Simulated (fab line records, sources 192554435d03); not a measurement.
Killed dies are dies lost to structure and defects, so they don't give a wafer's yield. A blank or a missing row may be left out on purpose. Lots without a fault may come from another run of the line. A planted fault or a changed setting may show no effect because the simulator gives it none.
One fault seen from 2 desks | flow n5_finfet | each desk has only its own numbers; what lay behind them comes last

THE METROLOGY DESK
What the gauges read, lot by lot, whatever tool the lot ran on: means of the sampled wafers that have a number. A lot is out of limits, marked OUT, if its mean lies more than 4 standard deviations from the usual mean; the brackets give that distance. Of its 10 readings 7 are shown: those that lie furthest out on some lot.
Columns: A = DIBL_P at N5_BEOL_M4_RC_MEAS_101, usual 36.8 mV/V; B = IOFF_N at N5_BEOL_M4_RC_MEAS_101, usual 0.169 nA/um; C = IOFF_P at N5_BEOL_M4_RC_MEAS_101, usual 0.206 nA/um; D = ION_N at N5_BEOL_M4_RC_MEAS_101, usual 679 uA/um; E = SS_N at N5_BEOL_M4_RC_MEAS_101, usual 71.6 mV/dec; F = VT_N at N5_BEOL_M4_RC_MEAS_101, usual 248.8 mV; G = VT_P at N5_BEOL_M4_RC_MEAS_101, usual -251 mV
lot  | first seen here | A    | B     | C     | D   | E    | F     | G
L501 | day 9 01:16     | 35.4 | 0.151 | 0.167 | 674 | 70.6 | 250.7 | -256
L503 | day 9 04:16     | 34.7 | 0.184 | 0.198 | 683 | 72.0 | 246.0 | -250
L504 | day 10 08:19    | 37.0 | 0.150 | 0.202 | 674 | 70.9 | 249.6 | -252
L508 | day 10 13:47    | 34.9 | 0.156 | 0.192 | 667 | 71.8 | 250.0 | -251
L507 | day 10 17:35    | 38.5 | 0.197 | 0.245 | 683 | 71.8 | 246.1 | -249
L511 | day 11 23:53    | 36.7 | 0.165 | 0.205 | 685 | 71.6 | 249.1 | -251
L512 | day 12 00:11    | 36.5 | 0.170 | 0.219 | 684 | 71.5 | 247.6 | -250
L513 | day 12 01:35    | 37.9 | 0.166 | 0.226 | 675 | 72.0 | 250.0 | -248
L517 | day 13 11:26    | 33.9 | 0.135 | 0.169 | 666 | 71.2 | 252.5 | -254
L524 | day 15 13:02    | 37.6 | 0.147 | 0.180 | 674 | 71.2 | 252.8 | -252
This desk's finding: nothing out of limits on any of the 10 lots.

THE TOOL OWNER'S DESK: cvd_co-02
The tool's own readings at N5_BEOL_M1_CO_CAP_55 (material Co, precursor CCTBA/H2, target thk 2 nm, time 102.1 s): means of the sampled wafers that have a number, for each lot that ran on this tool. A lot is out of limits, marked OUT, if its mean lies more than 4 standard deviations from the usual mean; the brackets give that distance.
Columns: A = heater_power_outer_w at N5_BEOL_M1_CO_CAP_55, usual 117 W; B = heater_power_w at N5_BEOL_M1_CO_CAP_55, usual 227 W; C = run_length_s at N5_BEOL_M1_CO_CAP_55, usual 124.8 s
lot  | first seen here | A   | B   | C
L503 | day 7 00:49     | 116 | 225 | 124.7
L504 | day 7 05:40     | 118 | 227 | 124.6
L508 | day 8 17:10     | 105 | 209 | 124.4
L511 | day 9 01:14     | 115 | 227 | 124.8
L513 | day 9 18:16     | 112 | 220 | 91.8 (-79) OUT
L517 | day 10 21:11    | 118 | 233 | 108.6 (-38) OUT
L524 | day 13 06:53    | 117 | 233 | 124.6
This desk's finding: out of limits on L513, L517; first on L513, day 9 18:16 (run_length_s at N5_BEOL_M1_CO_CAP_55). In limits: L503, L504, L508, L511, L524.

PUT TOGETHER
The tool owner's desk could have raised an alarm at day 9 18:16, on L513, L517.
The metrology desk saw nothing out of limits.
The metrology desk has L513, L517 on record, within its limits.
Of the lots named, all ran N5_BEOL_M1_CO_CAP_55 on cvd_co-02.

WHAT THE SIMULATOR HAD PUT IN
Process parameter drift: cvd_co-02, from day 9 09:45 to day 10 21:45, at N5_BEOL_M1_CO_CAP_55. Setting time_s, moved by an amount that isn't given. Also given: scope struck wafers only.
Lots struck among those shown: L513, L517.
Hours from the fault's start to each desk's first reading out of limits: the tool owner's desk, 9.
